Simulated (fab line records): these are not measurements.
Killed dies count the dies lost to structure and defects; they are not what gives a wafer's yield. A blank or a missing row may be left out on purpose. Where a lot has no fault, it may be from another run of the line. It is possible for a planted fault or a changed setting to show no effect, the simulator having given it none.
Matching of chambers / flow n5 finfet / rie si-01 running N5_FIN_SAQP_ETCH_65: 4 sister chambers
The step etches SiO2 in CF4, target depth 4 nm, time 4.4 s. 8 wafers are shown with their chamber, then 10 later ones without.

== WAFERS PAIRED WITH THEIR CHAMBERS ==
wafer=L087.1; chamber=0; drypump motor current A (A)=5.6; throttle valve pct (%)=21.7
wafer=L087.2; chamber=3; drypump motor current A (A)=5.6; throttle valve pct (%)=22.4
wafer=L087.3; chamber=1; drypump motor current A (A)=4.6; throttle valve pct (%)=21.6
wafer=L087.4; chamber=2; drypump motor current A (A)=6.4; throttle valve pct (%)=20.9
wafer=L087.5; chamber=2; drypump motor current A (A)=6.4; throttle valve pct (%)=21.0
wafer=L087.6; chamber=1; drypump motor current A (A)=4.6; throttle valve pct (%)=21.6
wafer=L090.1; chamber=0; drypump motor current A (A)=5.6; throttle valve pct (%)=21.7
wafer=L090.2; chamber=3; drypump motor current A (A)=5.7; throttle valve pct (%)=22.5

== WAFERS WHOSE CHAMBER IS MISSING ==
wafer=L090.4; drypump motor current A (A)=6.4; throttle valve pct (%)=21.0
wafer=L091.1; drypump motor current A (A)=4.6; throttle valve pct (%)=21.6
wafer=L091.2; drypump motor current A (A)=5.6; throttle valve pct (%)=22.4
wafer=L091.3; drypump motor current A (A)=6.4; throttle valve pct (%)=21.0
wafer=L091.4; drypump motor current A (A)=5.6; throttle valve pct (%)=22.4
wafer=L091.5; drypump motor current A (A)=4.6; throttle valve pct (%)=21.6
wafer=L091.6; drypump motor current A (A)=6.4; throttle valve pct (%)=21.0
wafer=L092.3; drypump motor current A (A)=5.6; throttle valve pct (%)=22.4
wafer=L092.4; drypump motor current A (A)=5.7; throttle valve pct (%)=22.4
wafer=L092.5; drypump motor current A (A)=4.6; throttle valve pct (%)=21.6

== WHICH CHAMBER EACH WENT THROUGH ==
wafer=L090.4; from the rows above=2; in truth=2
wafer=L091.1; from the rows above=1; in truth=1
wafer=L091.2; from the rows above=3; in truth=3
wafer=L091.3; from the rows above=2; in truth=2
wafer=L091.4; from the rows above=3; in truth=3
wafer=L091.5; from the rows above=1; in truth=1
wafer=L091.6; from the rows above=2; in truth=2
wafer=L092.3; from the rows above=3; in truth=3
wafer=L092.4; from the rows above=3; in truth=3
wafer=L092.5; from the rows above=1; in truth=1
Correctly placed: 10 of 10. Left unplaced by these rows: 0. 0 placed wrongly.
How it was worked out, from the rows above alone: a wafer's distance from a chamber is the root of the sum, over the readings, of the square of ((its reading less the chamber's mean) divided by the reading's scatter). If the next closest chamber is less than 2 further off than the closest, the wafer can't be placed; otherwise it belongs to the closest. The mean given for a chamber averages the wafers shown for that chamber. The scatter is the square root of a quotient: the sum, over the shown wafers, of each reading's squared deviation from its chamber's mean, divided by wafers minus chambers.
